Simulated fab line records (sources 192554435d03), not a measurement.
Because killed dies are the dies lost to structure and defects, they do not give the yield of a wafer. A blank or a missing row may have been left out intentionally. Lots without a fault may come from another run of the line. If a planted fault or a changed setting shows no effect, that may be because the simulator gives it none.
The tool behind it: which one?	flow n5-finfet	Sampling: 9 lots, 27 wafers, 5 of 1938 route steps

== WHAT EACH GAUGE READ, for each wafer ==
N5_BEOL_M0_INSPECT_127: inspects for defects (darkfield). Usual: 65 for raw-defect-count, sd 27.
lot	measured	on	raw-defect-count	flag
L971	day 6 17:47	defect-inspect-01	210 87 77	
L973	day 6 18:40	defect-inspect-02	95 80 35	
L976	day 7 16:23	defect-inspect-01	92 58 39	
L978	day 8 07:50	defect-inspect-01	30 56 39	
L979	day 8 15:01	defect-inspect-02	71 62 64	
L983	day 9 08:17	defect-inspect-02	86 124 98	
L984	day 9 22:50	defect-inspect-01	59 32 69	
L987	day 10 12:48	defect-inspect-01	61 43 40	
L992	day 11 18:37	defect-inspect-02	43 72 36	

N5_BEOL_M4_RC_MEAS_101. Usual: DIBL_N 35.7 mV/V, standard deviation 1.3; DIBL_P 36.0 mV/V, standard deviation 1.6; IOFF_N 0.154 nA/um, standard deviation 0.025; IOFF_P 0.21 nA/um, standard deviation 0.034; ION_N 675 uA/um, standard deviation 9.7; ION_P 465 uA/um, standard deviation 7.4; SS_N 71.3 mV/dec, standard deviation 0.55; SS_P 73.1 mV/dec, standard deviation 0.52; VT_N 250 mV, standard deviation 3; VT_P -249 mV, standard deviation 3.6.
lot	measured	on	DIBL_N (mV/V)	DIBL_P (mV/V)	IOFF_N (nA/um)	IOFF_P (nA/um)	ION_N (uA/um)	ION_P (uA/um)	SS_N (mV/dec)	SS_P (mV/dec)	VT_N (mV)	VT_P (mV)	flag
L971	day 8 12:58	prober-02	36.9 35.7 36.6	37.2 36.3 36.6	0.169 0.149 0.161	0.21 0.19 0.20	677 678 678	463 464 460	71.0 71.1 71.0	74.0 72.9 73.4	245 250 247	-251 -253 -251	
L973	day 8 14:49	prober-02	35.0 37.3 36.0	35.1 38.5 36.1	0.139 0.175 0.154	0.21 0.26 0.22	682 674 671	471 465 460	71.7 72.3 72.0	72.5 74.1 72.7	250 250 251	-248 -245 -248	
L976	day 9 22:26	prober-01	34.2 35.7 34.2	34.8 36.5 35.4	0.125 0.151 0.129	0.21 0.23 0.21	667 676 662	469 465 465	71.0 71.8 71.3	72.6 73.2 72.9	251 251 254	-248 -247 -247	
L978	day 10 02:07	prober-02	35.9 34.7 34.6	36.1 35.1 34.3	0.152 0.137 0.133	0.19 0.18 0.17	666 676 672	458 467 457	71.8 71.7 71.9	74.0 73.5 73.0	250 250 252	-253 -253 -257	
L979	day 10 14:38	prober-01	34.9 36.1 35.3	35.9 37.8 36.1	0.144 0.166 0.151	0.19 0.22 0.20	673 676 668	467 463 462	70.7 71.9 71.2	72.8 73.1 73.0	250 250 250	-250 -248 -247	
L983	day 11 02:43	prober-02	37.6 37.9 38.0	37.7 37.9 38.6	0.174 0.182 0.188	0.25 0.23 0.26	689 676 684	475 463 474	71.1 71.7 72.4	72.6 73.7 73.0	246 247 247	-246 -249 -246	
L984	day 12 06:13	prober-02	33.4 34.0 34.2	33.0 33.0 33.6	0.112 0.117 0.121	0.17 0.16 0.17	668 665 664	469 460 456	70.9 70.6 70.5	73.2 72.9 73.1	256 253 253	-252 -253 -255	
L987	day 12 10:03	prober-02	37.0 35.8 35.2	38.2 36.5 35.7	0.190 0.169 0.152	0.27 0.25 0.23	680 686 666	468 471 465	71.3 71.2 71.1	73.7 73.7 73.1	247 247 248	-244 -244 -246	
L992	day 13 14:23	prober-02	36.9 36.3 37.2	35.3 35.5 36.2	0.160 0.151 0.168	0.20 0.19 0.21	671 673 680	459 467 459	71.9 71.9 71.7	72.7 72.9 73.7	249 249 249	-252 -252 -251	

== TOOL THAT RAN EACH LOT (tool first, then ch and the chambers of the sampled wafers, then the start) ==
lot	N5_BEOL_M0_DEP_125	N5_BEOL_M1_ETCH_74	N5_BEOL_M1_ETCH_64
L971	pecvd-03 ch 0,1, day 6 17:41	rie-diel-02 ch 0,1,3, day 6 19:22	rie-diel-02 ch 0,1,3, day 6 19:24
L973	pecvd-04 ch 1,2, day 6 18:35	rie-diel-05 ch 1,3, day 6 19:49	rie-diel-05 ch 1,3, day 6 19:52
L976	pecvd-03 ch 0,1,2, day 7 16:18	rie-diel-05 ch 1,2,3, day 7 20:13	rie-diel-05 ch 1,2,3, day 7 20:15
L978	pecvd-04 ch 0,1,2, day 8 07:44	rie-diel-05 ch 0,1,2, day 8 08:43	rie-diel-05 ch 0,1,2, day 8 08:46
L979	pecvd-03 ch 1,2, day 8 14:55	rie-diel-06 ch 0,2,3, day 8 17:28	rie-diel-06 ch 0,2,3, day 8 17:31
L983	pecvd-04 ch 0,2, day 9 08:11	rie-diel-06 ch 0,2,3, day 9 10:06	rie-diel-06 ch 0,2,3, day 9 10:08
L984	pecvd-03 ch 0,2, day 9 22:44	rie-diel-06 ch 0,1, day 10 01:47	rie-diel-06 ch 0,1, day 10 01:49
L987	pecvd-04 ch 0,1, day 10 12:41	rie-diel-06 ch 0,1, day 10 14:47	rie-diel-06 ch 0,1, day 10 14:50
L992	pecvd-04 ch 0,1,2, day 11 18:31	rie-diel-02 ch 0,1,3, day 11 21:17	rie-diel-02 ch 0,1,3, day 11 21:20
- N5_BEOL_M0_DEP_125: deposits SiCN from 3MS/NH3, target thk 8 nm, time 14 s.
- N5_BEOL_M1_ETCH_74: etches underlayer in N2/H2, target depth 6.5 nm, time 5.2 s.
- N5_BEOL_M1_ETCH_64: etches SOC in N2/H2, target depth 75 nm, overetch 15 nm, time 112.5 s.

== WHAT THE TOOLS THEMSELVES READ (means of the sampled wafers that have a number; where no wafer has one, the mark that the record gives instead) ==
N5_BEOL_M0_DEP_125. Usual: rf-fwd-power-W 199.2 W, standard deviation 1.3; showerhead-plenum-p-Torr 3.655 Torr, standard deviation 0.013; throttle-valve-pct 8.9 %, standard deviation 0.4.
lot	tool	rf-fwd-power-W (W)	showerhead-plenum-p-Torr (Torr)	throttle-valve-pct (%)	flag
L971	pecvd-03	199.5	3.640	8.8	
L973	pecvd-04	200.1	3.653	9.1	
L976	pecvd-03	198.8	3.644	8.6	
L978	pecvd-04	199.4	3.661	9.0	
L979	pecvd-03	198.8	3.659	8.4	
L983	pecvd-04	198.3	3.660	9.0	
L984	pecvd-03	198.1	3.648	8.7	
L987	pecvd-04	199.6	3.661	9.1	
L992	pecvd-04	199.8	3.657	8.7	

N5_BEOL_M1_ETCH_74. Usual: bias-w 150.0 W, standard deviation 0.46; drypump-motor-current-A 5.9 A, standard deviation 0.47; etch-rf-on-time-s 5.25 s, standard deviation 0.06; oes-product-au 0.64 a.u., standard deviation 0.048; rf-fwd-power-W 819.2 W, standard deviation 2.5; rf-vpp-V 524 V, standard deviation 3.3; showerhead-plenum-p-Torr 2.56 Torr, standard deviation 0.11; throttle-valve-pct 18.03 %, standard deviation 0.17.
lot	tool	bias-w (W)	drypump-motor-current-A (A)	etch-rf-on-time-s (s)	oes-product-au (a.u.)	rf-fwd-power-W (W)	rf-vpp-V (V)	showerhead-plenum-p-Torr (Torr)	throttle-valve-pct (%)	flag
L971	rie-diel-02	150.2	6.0	5.21	0.62	821.3	522	2.49	17.90	
L973	rie-diel-05	149.5	6.5	5.24	0.65	817.5	524	2.54	18.20	
L976	rie-diel-05	150.0	6.3	5.27	0.64	817.7	525	2.54	18.10	
L978	rie-diel-05	149.9	5.9	5.21	0.64	820.2	524	2.54	17.97	
L979	rie-diel-06	150.3	5.5	5.24	0.64	819.2	525	2.61	18.16	
L983	rie-diel-06	149.9	5.5	5.25	0.65	819.6	526	2.61	18.16	
L984	rie-diel-06	150.1	5.1	5.25	0.70	818.2	523	2.56	18.05	
L987	rie-diel-06	150.2	5.1	5.28	0.69	817.7	522	2.56	18.03	
L992	rie-diel-02	149.7	6.0	5.16	0.67	818.8	523	2.58	17.84	

N5_BEOL_M1_ETCH_64. Usual: bias-w 150.0 W, standard deviation 0.47; drypump-motor-current-A 5.9 A, standard deviation 0.48; oes-product-au 0.60 a.u., standard deviation 0.043; rf-fwd-power-W 837.0 W, standard deviation 3; rf-vpp-V 524 V, standard deviation 3; showerhead-plenum-p-Torr 2.56 Torr, standard deviation 0.11; throttle-valve-pct 18.00 %, standard deviation 0.17.
lot	tool	bias-w (W)	drypump-motor-current-A (A)	oes-product-au (a.u.)	rf-fwd-power-W (W)	rf-vpp-V (V)	showerhead-plenum-p-Torr (Torr)	throttle-valve-pct (%)	flag
L971	rie-diel-02	150.1	6.0	0.58	839.0	523	2.49	17.87	
L973	rie-diel-05	149.6	6.5	0.62	839.0	524	2.54	18.17	
L976	rie-diel-05	150.1	6.3	0.60	835.5	524	2.54	18.06	
L978	rie-diel-05	150.0	5.9	0.60	838.4	524	2.54	17.94	
L979	rie-diel-06	149.9	5.5	0.61	835.0	526	2.61	18.12	
L983	rie-diel-06	149.9	5.5	0.60	837.9	526	2.61	18.12	
L984	rie-diel-06	184.5	5.1	0.64	837.9	598	2.56	18.00	OFF
L987	rie-diel-06	185.0	5.1	0.64	838.4	599	2.56	18.00	OFF
L992	rie-diel-02	149.9	6.0	0.61	834.8	525	2.58	17.80	

== THE ANSWER, worked out from the rows above alone ==
Rule: take the mean of a lot's wafers that have a number; if it is more than 3 standard deviations from the usual mean, the lot is off. A lot without any number at a reading at which 4 lots or more have one is off too. Where the step has rows for the other lots, those lots are counted as sound. Order of review: gauges by route order, followed by the tools' own readings, for which a lot's mean as printed above is used. At the first step where some lot is off, the reading lying furthest off is the one used; lots without a number count as furthest.
Off: L984, L987, at N5_BEOL_M1_ETCH_64 (bias-w).
If a tool, at that step or one of the process steps before it, ran each lot that is off and ran no sound lot following the first of them, it fits. One candidate fits, namely rie-diel-06 at N5_BEOL_M1_ETCH_74 and N5_BEOL_M1_ETCH_64. At N5_BEOL_M1_ETCH_74 its last sound lot is L983 (day 9 10:06), its first lot that is off L984 (day 10 01:47): a fault that began between those two fits.

== WHAT HAD BEEN PUT IN BY THE SIMULATOR ==
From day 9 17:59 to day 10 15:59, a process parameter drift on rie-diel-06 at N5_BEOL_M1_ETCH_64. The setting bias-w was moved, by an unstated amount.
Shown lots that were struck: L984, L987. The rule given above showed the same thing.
